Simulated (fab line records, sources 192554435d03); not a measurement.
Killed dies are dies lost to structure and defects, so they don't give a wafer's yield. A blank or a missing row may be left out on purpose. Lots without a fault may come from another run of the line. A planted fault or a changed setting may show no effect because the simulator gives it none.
Chamber matching | flow n5_finfet | N5_BEOL_M2_ETCH_74 on rie_diel-06: 3 sister chambers
The step etches underlayer in N2/H2, target depth 6.5 nm, time 5.2 s. 3 wafers are shown with their chamber, then 5 later ones without.

WAFERS WITH THEIR CHAMBER
wafer  | chamber | drypump_motor_current_A (A)
L084.4 | 2       | 4.9
L093.1 | 0       | 5.8
L093.5 | 3       | 6.0

WAFERS WITHOUT THEIR CHAMBER
wafer  | drypump_motor_current_A (A)
L093.6 | 5.8
L094.2 | 5.0
L094.6 | 6.0
L096.3 | 5.0
L096.5 | 5.8

WHICH CHAMBER EACH WENT THROUGH
wafer  | from the rows above | in truth
L093.6 | 0                   | 0
L094.2 | 2                   | 2
L094.6 | 3                   | 3
L096.3 | 2                   | 2
L096.5 | 0                   | 0
Placed correctly: 5 of 5. Can't be placed from these rows: 0. Placed wrongly: 0.
How it was worked out, from the rows above alone: a wafer's distance from a chamber is the root of the sum, over the readings, of the square of ((its reading less the chamber's mean) divided by the reading's scatter). The wafer belongs to the nearest chamber; if the next one is less than 2 further off, it can't be placed. A chamber's mean is the mean of its shown wafers. The scatter: with one shown wafer a chamber, the root of the mean of the squares of how far each hidden wafer lies from its nearest shown one.
